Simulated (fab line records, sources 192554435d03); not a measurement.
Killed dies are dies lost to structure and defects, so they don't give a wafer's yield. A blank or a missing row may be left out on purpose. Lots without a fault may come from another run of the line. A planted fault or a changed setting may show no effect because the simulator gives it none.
Which tool did it? | flow n5_finfet | 24 lots, 72 wafers sampled, at 6 steps of a route of 1938

WHAT THE GAUGES READ, wafer by wafer
N5_BEOL_M11_THK_MEAS_53: measures by xrf.
lot  | measured     | on            | M11_THK (nm)
L074 | day 10 11:44 | film_metro-02 | 140 138 135
L075 | day 10 18:13 | film_metro-02 | 143 141 142
L077 | day 11 02:59 | film_metro-02 | 134 134 138
L078 | day 11 07:44 | film_metro-01 | 137 141 130
L079 | day 11 17:25 | film_metro-01 | 140 140 141
L080 | day 12 02:49 | film_metro-01 | 139 142 138
L082 | day 12 15:27 | film_metro-01 | 138 140 137
L081 | day 12 16:16 | film_metro-01 | 133 137 139
L083 | day 13 09:51 | film_metro-01 | 130 127 134
L084 | day 13 13:13 | film_metro-01 | 136 140 135
L086 | day 13 17:17 | film_metro-01 | 140 139 136
L085 | day 13 21:35 | film_metro-02 | 139 139 136
L087 | day 14 02:28 | film_metro-02 | 137 137 138
L089 | day 14 07:48 | film_metro-01 | 134 135 137
L088 | day 14 11:49 | film_metro-02 | 137 139 137
L090 | day 14 16:46 | film_metro-01 | 129 136 138
L091 | day 15 05:16 | film_metro-01 | 135 136 142
L092 | day 15 06:59 | film_metro-01 | 140 138 140
L093 | day 15 07:23 | film_metro-02 | 141 142 142
L094 | day 16 11:40 | film_metro-02 | 135 136 139
L076 | day 16 14:25 | film_metro-02 | 139 137 141
L095 | day 16 20:02 | film_metro-02 | 133 137 134
L097 | day 17 09:43 | film_metro-02 | 127 135 139
L096 | day 18 04:14 | film_metro-01 | 143 139 137

WHICH TOOL RAN EACH LOT (tool, then ch and the chambers of the sampled wafers, then the start)
lot  | N5_BEOL_M10_STRIP_77                          | N5_BEOL_M10_SPUTTER_48       | N5_BEOL_M10_DEP_56              | N5_BEOL_M11_STRIP_67               | N5_BEOL_M11_DEGAS_44
L074 | rie_diel-06 ch 0,2,3, day 10 03:38 or earlier | pvd_sputter-02, day 10 03:38 | pecvd-01 ch 1,2, day 10 04:31   | rie_diel-04 ch 0,2,3, day 10 08:08 | pvd_sputter-03, day 10 10:13
L075 | rie_diel-06 ch 1,2,3, day 10 08:00 or earlier | pvd_sputter-03, day 10 08:00 | pecvd-04 ch 0,2, day 10 08:54   | rie_diel-05 ch 0,2,3, day 10 11:24 | pvd_sputter-03, day 10 16:17
L077 | rie_diel-03 ch 1,2,3, day 10 17:08 or earlier | pvd_sputter-01, day 10 17:08 | pecvd-03 ch 1, day 10 18:23     | rie_diel-05 ch 0,1,3, day 10 21:33 | pvd_sputter-01, day 11 01:13
L078 | rie_diel-03 ch 0,1,2, day 10 20:33 or earlier | pvd_sputter-02, day 10 20:33 | pecvd-03 ch 1,2, day 10 21:32   | rie_diel-02 ch 0,1,2, day 11 01:01 | pvd_sputter-01, day 11 04:50
L079 | rie_diel-03 ch 0,2, day 11 03:55 or earlier   | pvd_sputter-03, day 11 03:55 | pecvd-01 ch 1,2, day 11 04:50   | rie_diel-02 ch 0,2, day 11 08:29   | pvd_sputter-02, day 11 12:17
L080 | rie_diel-03 ch 0,1,3, day 11 09:06 or earlier | pvd_sputter-03, day 11 09:06 | pecvd-01 ch 0,2, day 11 10:08   | rie_diel-02 ch 0,2,3, day 11 12:28 | pvd_sputter-03, day 12 00:57
L082 | rie_diel-06 ch 0,2, day 12 05:50 or earlier   | pvd_sputter-02, day 12 05:50 | pecvd-01 ch 1,2, day 12 06:43   | rie_diel-02 ch 0,2,3, day 12 11:05 | pvd_sputter-02, day 12 13:41
L081 | rie_diel-01 ch 0,2,3, day 12 06:22 or earlier | pvd_sputter-03, day 12 06:22 | pecvd-01 ch 0,1,2, day 12 07:27 | rie_diel-02 ch 0,2,3, day 12 11:20 | pvd_sputter-01, day 12 14:44
L083 | rie_diel-01 ch 0,3, day 12 23:22 or earlier   | pvd_sputter-01, day 12 23:22 | pecvd-04 ch 0,1,2, day 13 00:15 | rie_diel-02 ch 0,2,3, day 13 04:23 | pvd_sputter-02, day 13 08:25
L084 | rie_diel-06 ch 0,3, day 13 06:27 or earlier   | pvd_sputter-01, day 13 06:27 | pecvd-01 ch 0,1, day 13 07:46   | rie_diel-02 ch 0,1, day 13 09:34   | pvd_sputter-03, day 13 11:32
L086 | rie_diel-01 ch 0,1,2, day 13 10:22 or earlier | pvd_sputter-03, day 13 10:22 | pecvd-01 ch 0,1,2, day 13 11:31 | rie_diel-05 ch 0,1,3, day 13 13:10 | pvd_sputter-01, day 13 15:27
L085 | rie_diel-03 ch 0,2, day 13 12:00 or earlier   | pvd_sputter-02, day 13 12:00 | pecvd-01 ch 0,2, day 13 13:01   | rie_diel-04 ch 1,2,3, day 13 15:40 | pvd_sputter-01, day 13 19:53
L087 | rie_diel-01 ch 0,1,2, day 13 16:28 or earlier | pvd_sputter-01, day 13 16:28 | pecvd-03 ch 0,1, day 13 17:33   | rie_diel-04 ch 1,2,3, day 13 20:42 | pvd_sputter-01, day 13 23:23
L089 | rie_diel-06 ch 0,1, day 13 23:06 or earlier   | pvd_sputter-01, day 13 23:06 | pecvd-04 ch 0,1, day 14 00:26   | rie_diel-04 ch 1,2,3, day 14 02:49 | pvd_sputter-03, day 14 05:28
L088 | rie_diel-01 ch 2,3, day 14 03:11 or earlier   | pvd_sputter-03, day 14 03:11 | pecvd-04 ch 1,2, day 14 04:08   | rie_diel-05 ch 0,2,3, day 14 06:23 | pvd_sputter-02, day 14 09:01
L090 | rie_diel-06 ch 1,2, day 14 04:31 or earlier   | pvd_sputter-03, day 14 04:31 | pecvd-01 ch 0,1,2, day 14 05:40 | rie_diel-02 ch 0,1,3, day 14 08:16 | pvd_sputter-03, day 14 13:29
L091 | rie_diel-06 ch 0,1,3, day 14 19:02 or earlier | pvd_sputter-02, day 14 19:02 | pecvd-04 ch 0,2, day 14 20:00   | rie_diel-04 ch 1,2, day 14 23:56   | pvd_sputter-02, day 15 02:35
L092 | rie_diel-01 ch 2,3, day 14 21:38 or earlier   | pvd_sputter-02, day 14 21:38 | pecvd-01 ch 0,1, day 14 22:32   | rie_diel-04 ch 1,2, day 15 02:44   | pvd_sputter-02, day 15 05:14
L093 | rie_diel-06 ch 0,1, day 14 22:33 or earlier   | pvd_sputter-03, day 14 22:33 | pecvd-01 ch 0,2, day 14 23:37   | rie_diel-05 ch 2,3, day 15 02:53   | pvd_sputter-01, day 15 05:46
L094 | rie_diel-03 ch 0,2,3, day 16 03:20 or earlier | pvd_sputter-01, day 16 03:20 | pecvd-03 ch 1,2, day 16 04:15   | rie_diel-02 ch 1,2, day 16 07:21   | pvd_sputter-02, day 16 10:13
L076 | rie_diel-06 ch 2,3, day 16 04:41 or earlier   | pvd_sputter-01, day 16 04:41 | pecvd-03 ch 1,2, day 16 06:22   | rie_diel-05 ch 1,2, day 16 08:26   | pvd_sputter-02, day 16 10:38
L095 | rie_diel-06 ch 0,2,3, day 16 09:20 or earlier | pvd_sputter-02, day 16 09:20 | pecvd-04 ch 1, day 16 10:23     | rie_diel-05 ch 0,1, day 16 14:21   | pvd_sputter-01, day 16 17:49
L097 | rie_diel-03 ch 1,2, day 16 23:43 or earlier   | pvd_sputter-01, day 16 23:43 | pecvd-03 ch 1,2, day 17 00:35   | rie_diel-05 ch 1,2, day 17 04:15   | pvd_sputter-03, day 17 06:19
L096 | rie_diel-01 ch 0,2,3, day 17 18:53 or earlier | pvd_sputter-01, day 17 18:53 | pecvd-04 ch 1,2, day 17 20:19   | rie_diel-02 ch 0,2,3, day 17 22:54 | pvd_sputter-03, day 18 01:43
- N5_BEOL_M10_STRIP_77: strips in N2/H2, time 10 s.
- N5_BEOL_M10_SPUTTER_48: material Cu, target thk 12 nm, time 2 s.
- N5_BEOL_M10_DEP_56: deposits SiCN from 3MS/NH3, target thk 15 nm, time 26.5 s.
- N5_BEOL_M11_STRIP_67: strips in CF4.
- N5_BEOL_M11_DEGAS_44: time 60 s.

WHAT THE TOOLS THEMSELVES READ (means of the sampled wafers that have a number; where no wafer has one, the mark that the record gives instead)
N5_BEOL_M10_STRIP_77.
lot  | tool        | drypump_motor_current_A (A) | oes_product_au (a.u.) | rf_vpp_V (V) | showerhead_plenum_p_Torr (Torr) | throttle_valve_pct (%)
L074 | rie_diel-06 | 5.5                         | 0.77                  | 58.5         | 2.55                            | 23.8
L075 | rie_diel-06 | 5.4                         | 0.74                  | 59.0         | 2.60                            | 24.0
L077 | rie_diel-03 | 5.8                         | 0.72                  | 60.4         | 2.52                            | 23.5
L078 | rie_diel-03 | 5.8                         | 0.80                  | 59.4         | 2.53                            | 23.3
L079 | rie_diel-03 | 5.6                         | 0.84                  | 59.2         | 2.54                            | 23.2
L080 | rie_diel-03 | 5.4                         | 0.79                  | 59.2         | 2.55                            | 23.5
L082 | rie_diel-06 | 5.6                         | 0.80                  | 58.9         | 2.52                            | 23.5
L081 | rie_diel-01 | 5.6                         | 0.88                  | 59.6         | 2.59                            | 23.7
L083 | rie_diel-01 | 5.6                         | 0.82                  | 59.6         | 2.54                            | 23.6
L084 | rie_diel-06 | 5.6                         | 0.77                  | 59.7         | 2.50                            | 23.6
L086 | rie_diel-01 | 5.6                         | 0.81                  | 59.0         | 2.64                            | 23.7
L085 | rie_diel-03 | 6.0                         | 0.74                  | 58.3         | 2.51                            | 23.3
L087 | rie_diel-01 | 5.7                         | 0.81                  | 59.7         | 2.64                            | 23.7
L089 | rie_diel-06 | 5.7                         | 0.90                  | 60.4         | 2.53                            | 23.5
L088 | rie_diel-01 | 5.6                         | 0.84                  | 59.3         | 2.51                            | 23.7
L090 | rie_diel-06 | 5.5                         | 0.84                  | 58.7         | 2.56                            | 23.7
L091 | rie_diel-06 | 5.5                         | 0.80                  | 59.5         | 2.55                            | 23.8
L092 | rie_diel-01 | 5.6                         | 0.87                  | 58.9         | 2.55                            | 23.9
L093 | rie_diel-06 | 5.8                         | 0.83                  | 58.7         | 2.49                            | 23.4
L094 | rie_diel-03 | 5.6                         | 0.83                  | 59.1         | 2.52                            | 23.5
L076 | rie_diel-06 | 5.4                         | 0.73                  | 59.7         | 2.57                            | 24.0
L095 | rie_diel-06 | 5.5                         | 0.74                  | 59.9         | 2.53                            | 23.8
L097 | rie_diel-03 | 6.1                         | 0.87                  | 58.2         | 2.48                            | 23.3
L096 | rie_diel-01 | 5.6                         | 0.79                  | 59.0         | 2.57                            | 23.7

N5_BEOL_M10_SPUTTER_48.
lot  | tool           | chuck_sensor_temp_C (C) | susceptor_temp_C (C) | throttle_valve_pct (%)
L074 | pvd_sputter-02 | -16.1                   | -20.10               | 30.3
L075 | pvd_sputter-03 | -15.9                   | -19.99               | 28.7
L077 | pvd_sputter-01 | -16.0                   | -20.02               | 29.9
L078 | pvd_sputter-02 | -16.1                   | -19.92               | 30.3
L079 | pvd_sputter-03 | -15.8                   | -19.98               | 28.9
L080 | pvd_sputter-03 | -15.8                   | -19.93               | 28.8
L082 | pvd_sputter-02 | -16.0                   | -20.00               | 29.5
L081 | pvd_sputter-03 | -15.8                   | -20.02               | 29.0
L083 | pvd_sputter-01 | -16.0                   | -19.99               | 28.9
L084 | pvd_sputter-01 | -15.5                   | -20.06               | 29.7
L086 | pvd_sputter-03 | -15.9                   | -20.01               | 28.8
L085 | pvd_sputter-02 | -16.1                   | -19.96               | 30.3
L087 | pvd_sputter-01 | -15.6                   | -20.00               | 30.4
L089 | pvd_sputter-01 | -15.6                   | -20.01               | 30.5
L088 | pvd_sputter-03 | -15.4                   | -19.96               | 29.0
L090 | pvd_sputter-03 | -15.3                   | -19.92               | 30.0
L091 | pvd_sputter-02 | -15.9                   | -19.98               | 29.8
L092 | pvd_sputter-02 | -16.0                   | -20.10               | 30.4
L093 | pvd_sputter-03 | -15.2                   | -20.18               | 29.6
L094 | pvd_sputter-01 | -15.7                   | -19.89               | 29.9
L076 | pvd_sputter-01 | -16.2                   | -19.98               | 31.0
L095 | pvd_sputter-02 | -16.1                   | -19.96               | 30.3
L097 | pvd_sputter-01 | -15.8                   | -19.92               | 28.7
L096 | pvd_sputter-01 | -16.1                   | -19.99               | 30.0

N5_BEOL_M10_DEP_56.
lot  | tool     | showerhead_plenum_p_Torr (Torr) | throttle_valve_pct (%)
L074 | pecvd-01 | 3.650                           | 8.5
L075 | pecvd-04 | 3.664                           | 8.7
L077 | pecvd-03 | 3.666                           | 8.7
L078 | pecvd-03 | 3.663                           | 8.6
L079 | pecvd-01 | 3.654                           | 8.9
L080 | pecvd-01 | 3.661                           | 8.7
L082 | pecvd-01 | 3.656                           | 8.9
L081 | pecvd-01 | 3.664                           | 8.9
L083 | pecvd-04 | 3.664                           | 8.7
L084 | pecvd-01 | 3.679                           | 9.3
L086 | pecvd-01 | 3.673                           | 9.0
L085 | pecvd-01 | 3.657                           | 8.6
L087 | pecvd-03 | 3.661                           | 9.2
L089 | pecvd-04 | 3.664                           | 8.8
L088 | pecvd-04 | 3.662                           | 8.5
L090 | pecvd-01 | 3.668                           | 8.9
L091 | pecvd-04 | 3.666                           | 8.9
L092 | pecvd-01 | 3.676                           | 9.3
L093 | pecvd-01 | 3.679                           | 9.0
L094 | pecvd-03 | 3.650                           | 8.4
L076 | pecvd-03 | 3.660                           | 8.6
L095 | pecvd-04 | 3.665                           | 8.7
L097 | pecvd-03 | 3.652                           | 8.3
L096 | pecvd-04 | 3.664                           | 8.8

N5_BEOL_M11_STRIP_67.
lot  | tool        | drypump_motor_current_A (A) | oes_product_au (a.u.) | power_w (W) | rf_vpp_V (V) | showerhead_plenum_p_Torr (Torr) | throttle_valve_pct (%)
L074 | rie_diel-04 | 5.2                         | 0.77                  | 299.6       | 272.4        | 1.82                            | 13.72
L075 | rie_diel-05 | 5.4                         | 0.81                  | 299.6       | 270.8        | 1.75                            | 13.70
L077 | rie_diel-05 | 5.5                         | 0.82                  | 300.3       | 271.3        | 1.79                            | 13.64
L078 | rie_diel-02 | 5.7                         | 0.79                  | 300.7       | 272.7        | 1.83                            | 13.71
L079 | rie_diel-02 | 5.7                         | 0.75                  | 299.3       | 272.4        | 1.84                            | 13.68
L080 | rie_diel-02 | 5.7                         | 0.79                  | 299.1       | 272.5        | 1.86                            | 13.62
L082 | rie_diel-02 | 5.7                         | 0.79                  | 299.9       | 272.1        | 1.86                            | 13.63
L081 | rie_diel-02 | 5.7                         | 0.79                  | 299.8       | 273.3        | 1.86                            | 13.62
L083 | rie_diel-02 | 5.7                         | 0.78                  | 299.8       | 272.6        | 1.86                            | 13.64
L084 | rie_diel-02 | 5.7                         | 0.78                  | 300.7       | 270.8        | 1.81                            | 13.78
L086 | rie_diel-05 | 5.5                         | 0.80                  | 299.5       | 271.4        | 1.78                            | 13.68
L085 | rie_diel-04 | 5.1                         | 0.84                  | 299.7       | 271.9        | 1.82                            | 13.63
L087 | rie_diel-04 | 5.1                         | 0.83                  | 300.4       | 270.7        | 1.82                            | 13.63
L089 | rie_diel-04 | 5.1                         | 0.84                  | 300.0       | 270.3        | 1.82                            | 13.63
L088 | rie_diel-05 | 5.3                         | 0.78                  | 300.5       | 270.8        | 1.75                            | 13.76
L090 | rie_diel-02 | 5.8                         | 0.81                  | 300.0       | 272.1        | 1.84                            | 13.69
L091 | rie_diel-04 | 5.0                         | 0.80                  | 300.4       | 272.2        | 1.84                            | 13.70
L092 | rie_diel-04 | 5.0                         | 0.80                  | 299.1       | 272.5        | 1.84                            | 13.71
L093 | rie_diel-05 | 5.6                         | 0.72                  | 300.5       | 268.6        | 1.71                            | 13.86
L094 | rie_diel-02 | 5.8                         | 0.74                  | 299.8       | 271.8        | 1.83                            | 13.76
L076 | rie_diel-05 | 5.8                         | 0.73                  | 299.2       | 270.7        | 1.73                            | 13.86
L095 | rie_diel-05 | 5.8                         | 0.79                  | 300.6       | 271.1        | 1.80                            | 13.72
L097 | rie_diel-05 | 6.0                         | 0.74                  | 299.7       | 270.9        | 1.77                            | 13.81
L096 | rie_diel-02 | 5.7                         | 0.75                  | 299.8       | 272.4        | 1.85                            | 13.72

N5_BEOL_M11_DEGAS_44.
lot  | tool           | heater_power_w (W) | susceptor_temp_C (C)
L074 | pvd_sputter-03 | 299                | 249.99
L075 | pvd_sputter-03 | 310                | 249.76
L077 | pvd_sputter-01 | 326                | 250.06
L078 | pvd_sputter-01 | 308                | 250.01
L079 | pvd_sputter-02 | 316                | 249.98
L080 | pvd_sputter-03 | 315                | 249.94
L082 | pvd_sputter-02 | 329                | 250.14
L081 | pvd_sputter-01 | 326                | 249.94
L083 | pvd_sputter-02 | 330                | 250.17
L084 | pvd_sputter-03 | 324                | 250.08
L086 | pvd_sputter-01 | 312                | 249.99
L085 | pvd_sputter-01 | 321                | 250.31
L087 | pvd_sputter-01 | 330                | 250.08
L089 | pvd_sputter-03 | 313                | 250.09
L088 | pvd_sputter-02 | 329                | 249.97
L090 | pvd_sputter-03 | 286                | 250.19
L091 | pvd_sputter-02 | 323                | 250.02
L092 | pvd_sputter-02 | 340                | 249.97
L093 | pvd_sputter-01 | 310                | 250.07
L094 | pvd_sputter-02 | 308                | 249.80
L076 | pvd_sputter-02 | 316                | 250.07
L095 | pvd_sputter-01 | 328                | 249.94
L097 | pvd_sputter-03 | 346                | 249.79
L096 | pvd_sputter-03 | 311                | 249.86

THE ANSWER, worked out from the rows above alone
Rule: what is usual is taken from the lots themselves. Put in order of their means at a reading, lots are off if they are a third of the lots or fewer, leave a main group of 4 or more, and stand apart from it by a gap of 3 or more times the standard deviation of the main group's means; of several such gaps the widest counts. A main group whose means are all the same, to the digits that the tables above print for the reading, isn't used. A lot without any number at a reading at which 4 lots or more have one is off too. The other lots that the step has rows for count as sound. The gauges are gone through in route order, then the tools' own readings, and for those a lot's mean is taken as printed above. The first step at which some lot is off is used, and at that step the reading that is off furthest; a lot without a number counts as furthest.
No lot is off at any reading shown: from this, nothing can be told.

WHAT THE SIMULATOR HAD PUT IN
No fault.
